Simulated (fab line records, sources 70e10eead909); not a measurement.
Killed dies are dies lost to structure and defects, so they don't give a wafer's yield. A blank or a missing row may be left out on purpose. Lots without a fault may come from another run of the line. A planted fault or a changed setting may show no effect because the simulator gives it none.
Which tool did it? | flow nand_harc | 6 lots, 18 wafers sampled, at 5 steps of a route of 1159

WHAT THE GAUGES READ, wafer by wafer
NHARC_END_SORT_01.
lot  | measured     | on        | defect_limited_yield (%)
L423 | day 25 23:12 | prober-02 | 0 97.0 95.1

WHICH TOOL RAN EACH LOT (tool, then ch and the chambers of the sampled wafers, then the start)
lot  | NHARC_P_M2_PVD_21            | NHARC_HYBRID_BOND_ACTIVATE_00      | NHARC_THIN_TSV_DESCUM_14           | NHARC_THIN_TSV_DEGAS_49
L409 | pvd_sputter-01, day 6 17:27  | rie_diel-08 ch 0,1,2, day 19 15:11 | rie_diel-06 ch 1,2,3, day 20 05:37 | pvd_sputter-02, day 20 08:22
L411 | pvd_sputter-01, day 6 21:21  | rie_diel-08 ch 1,2,3, day 19 21:36 | rie_diel-05 ch 1,3, day 20 12:26   | pvd_sputter-01, day 20 15:19
L413 | pvd_sputter-01, day 7 10:27  | rie_diel-11 ch 0,3, day 20 17:52   | rie_diel-05 ch 0,1,3, day 21 06:27 | pvd_sputter-01, day 21 09:19
L415 | pvd_sputter-02, day 8 03:07  | rie_diel-08 ch 1,2,3, day 24 06:38 | rie_diel-06 ch 0,2,3, day 24 19:16 | pvd_sputter-01, day 24 21:53
L423 | pvd_sputter-02, day 10 14:02 | rie_diel-09 ch 2, day 24 19:14     | rie_diel-02 ch 0, day 25 07:44     | pvd_sputter-01, day 25 10:34
L431 | pvd_sputter-03, day 12 07:58 | rie_diel-09 ch 0,1,2, day 25 08:28 | rie_diel-06 ch 0,2,3, day 25 19:15 | pvd_sputter-03, day 25 22:07
- NHARC_P_M2_PVD_21: deposits Cu, target thk 30 nm, time 20.49 s.
- NHARC_HYBRID_BOND_ACTIVATE_00: chemistry N2, time 60 s.
- NHARC_THIN_TSV_DESCUM_14: chemistry O2, time 3 s.
- NHARC_THIN_TSV_DEGAS_49: time 120 s.

THE ANSWER, worked out from the rows above alone
Rule: what is usual is taken from the lots themselves. Put in order of their means at a reading, lots are off if they are a third of the lots or fewer, leave a main group of 4 or more, and stand apart from it by a gap of 3 or more times the standard deviation of the main group's means; of several such gaps the widest counts. A main group whose means are all the same, to the digits that the tables above print for the reading, isn't used. A lot without any number at a reading at which 4 lots or more have one is off too. The other lots that the step has rows for count as sound.
No lot is off at any reading shown: from this, nothing can be told.

WHAT THE SIMULATOR HAD PUT IN
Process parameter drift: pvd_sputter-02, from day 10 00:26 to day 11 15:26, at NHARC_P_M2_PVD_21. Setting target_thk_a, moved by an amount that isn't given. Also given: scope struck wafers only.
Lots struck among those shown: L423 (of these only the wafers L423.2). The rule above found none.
